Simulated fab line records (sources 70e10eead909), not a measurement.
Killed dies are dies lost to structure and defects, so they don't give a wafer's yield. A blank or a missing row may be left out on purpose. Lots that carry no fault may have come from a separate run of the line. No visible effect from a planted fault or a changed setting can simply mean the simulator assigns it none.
Which tool is to blame? | flow nand_harc | 21 wafers from 7 lots sampled at 4 of the route's 1159 steps

== WHAT THE GAUGES SHOWED, per wafer ==
NHARC_END_SORT_01.
lot  | measured     | on        | killed_at_array
L605 | day 21 02:23 | prober-01 | 101 89 106

== WHICH TOOL RAN EACH LOT (tool, then ch and the chambers of the sampled wafers, then the start) ==
lot  | NHARC_A_WL_FILL_CVD_23           | NHARC_THIN_TSV_DESCUM_35           | NHARC_THIN_TSV_STRIP_56
L600 | lpcvd_poly-04 ch 0, day 15 14:17 | rie_diel-08 ch 0,1,3, day 19 06:16 | plasma_asher-02 ch 0,1, day 19 06:58
L603 | lpcvd_poly-03 ch 0, day 16 19:32 | rie_diel-07 ch 1,2, day 19 18:19   | plasma_asher-02 ch 0,1, day 19 18:53
L605 | lpcvd_poly-04 ch 0, day 17 07:02 | rie_diel-08 ch 0,2,3, day 20 16:57 | plasma_asher-01 ch 0,1, day 20 17:29
L614 | lpcvd_poly-03 ch 0, day 19 19:04 | rie_diel-07 ch 1,2, day 23 04:05   | plasma_asher-01 ch 0,1, day 23 04:44
L613 | lpcvd_poly-02 ch 0, day 19 22:20 | rie_diel-07 ch 0,1,2, day 23 06:35 | plasma_asher-02 ch 0,1, day 23 07:08
L619 | lpcvd_poly-04 ch 0, day 20 19:19 | rie_diel-10 ch 0,1,3, day 24 10:21 | plasma_asher-02 ch 0,1, day 24 11:01
L622 | lpcvd_poly-02 ch 0, day 21 11:43 | rie_diel-07 ch 0,2,3, day 24 14:16 | plasma_asher-01 ch 0,1, day 24 14:50
- NHARC_A_WL_FILL_CVD_23: deposits poly-Si, target thk 40 nm, time 800 s.
- NHARC_THIN_TSV_DESCUM_35: chemistry O2, time 3 s.
- NHARC_THIN_TSV_STRIP_56: strips in O2.

== THE ANSWER, worked out from the rows above alone ==
Rule: the lots themselves supply what counts as usual. The widest of any qualifying gaps counts: lots, ordered by their means at a reading, are off when they make up no more than a third of the lots, leave a main group of 4 or more, and stand apart from it by 3 or more times the standard deviation of that group's means. Not used: any main group whose means are identical at the precision the tables above print for the reading. A lot without any number at a reading at which 4 lots or more have one is off too. Any other lot the step has rows for is counted as sound.
None of the lots is off at any reading shown; this tells nothing.

== WHAT THE SIMULATOR HAD PUT IN ==
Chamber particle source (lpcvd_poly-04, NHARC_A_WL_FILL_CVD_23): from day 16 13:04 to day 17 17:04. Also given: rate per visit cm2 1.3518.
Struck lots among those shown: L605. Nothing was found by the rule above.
